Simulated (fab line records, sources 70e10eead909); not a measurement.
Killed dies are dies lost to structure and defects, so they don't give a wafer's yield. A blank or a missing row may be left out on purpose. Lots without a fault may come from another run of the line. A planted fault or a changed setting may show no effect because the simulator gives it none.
Chamber matching | flow nand_harc | NHARC_A_CHANNEL_FILL_D1_STRIP_28 on rie_diel-02: 4 sister chambers
The step strips in O2, time 20 s. 22 wafers are shown with their chamber, then 11 later ones without.

WAFERS WITH THEIR CHAMBER
wafer  | chamber | drypump_motor_current_A (A) | throttle_valve_pct (%) | rf_vpp_V (V)
L075.1 | 1       | 5.7                         | 17.018                 | 58.1
L075.3 | 0       | 6.8                         | 17.045                 | 58.5
L075.5 | 3       | 6.4                         | 17.037                 | 56.6
L078.2 | 0       | 6.8                         | 17.040                 | 58.0
L078.4 | 2       | 6.1                         | 17.043                 | 57.4
L078.5 | 1       | 5.7                         | 17.055                 | 58.8
L080.1 | 2       | 6.1                         | 17.025                 | 57.1
L080.5 | 2       | 6.1                         | 17.032                 | 57.2
L080.6 | 1       | 5.7                         | 17.049                 | 57.7
L082.2 | 0       | 6.8                         | 17.043                 | 57.3
L082.4 | 3       | 6.4                         | 17.036                 | 57.4
L082.5 | 3       | 6.4                         | 17.031                 | 58.5
L079.1 | 0       | 6.8                         | 17.046                 | 58.1
L079.2 | 3       | 6.4                         | 17.042                 | 57.8
L079.6 | 2       | 6.1                         | 17.033                 | 57.6
L088.1 | 1       | 5.7                         | 17.037                 | 57.8
L088.3 | 0       | 6.8                         | 17.046                 | 57.0
L088.4 | 1       | 5.7                         | 17.033                 | 56.2
L085.1 | 3       | 6.3                         | 17.028                 | 57.4
L085.3 | 2       | 6.1                         | 17.017                 | 57.6
L085.6 | 0       | 6.8                         | 17.030                 | 58.3
L090.2 | 2       | 6.1                         | 17.035                 | 57.6

SIGNATURES (means of the wafers above)
reading                 | chamber 0 | chamber 1 | chamber 2 | chamber 3 | scatter within a chamber
drypump_motor_current_A | 6.800     | 5.700     | 6.100     | 6.380     | 0.0211
throttle_valve_pct      | 17.04167  | 17.03840  | 17.03083  | 17.03480  | 0.00925
rf_vpp_V                | 57.867    | 57.720    | 57.417    | 57.540    | 0.646
Rule: a wafer's distance from a chamber is the root of the sum, over the readings, of the square of ((its reading less the chamber's mean) divided by the reading's scatter). The wafer belongs to the nearest chamber; if the next one is less than 2 further off, it can't be placed. The scatter: the root of (the sum of the squares of (reading less its chamber's mean) over the shown wafers, divided by (wafers less chambers)).

WAFERS WITHOUT THEIR CHAMBER
wafer  | drypump_motor_current_A (A) | throttle_valve_pct (%) | rf_vpp_V (V)
L090.4 | 5.7                         | 17.026                 | 59.0
L090.5 | 6.4                         | 17.044                 | 56.9
L093.1 | 6.8                         | 17.036                 | 56.9
L093.3 | 6.1                         | 17.052                 | 57.5
L093.4 | 6.4                         | 17.037                 | 57.4
L094.1 | 6.4                         | 17.048                 | 57.6
L094.2 | 6.8                         | 17.026                 | 58.1
L094.5 | 6.8                         | 17.032                 | 57.8
L095.2 | 5.7                         | 17.028                 | 58.1
L095.4 | 6.1                         | 17.040                 | 58.1
L095.6 | 6.4                         | 17.038                 | 56.2

WHICH CHAMBER EACH WENT THROUGH
wafer  | from the rows above | in truth
L090.4 | 1                   | 1
L090.5 | 3                   | 3
L093.1 | 0                   | 0
L093.3 | 2                   | 2
L093.4 | 3                   | 3
L094.1 | 3                   | 3
L094.2 | 0                   | 0
L094.5 | 0                   | 0
L095.2 | 1                   | 1
L095.4 | 2                   | 2
L095.6 | 3                   | 3
Placed correctly: 11 of 11. Can't be placed from these rows: 0. Placed wrongly: 0.
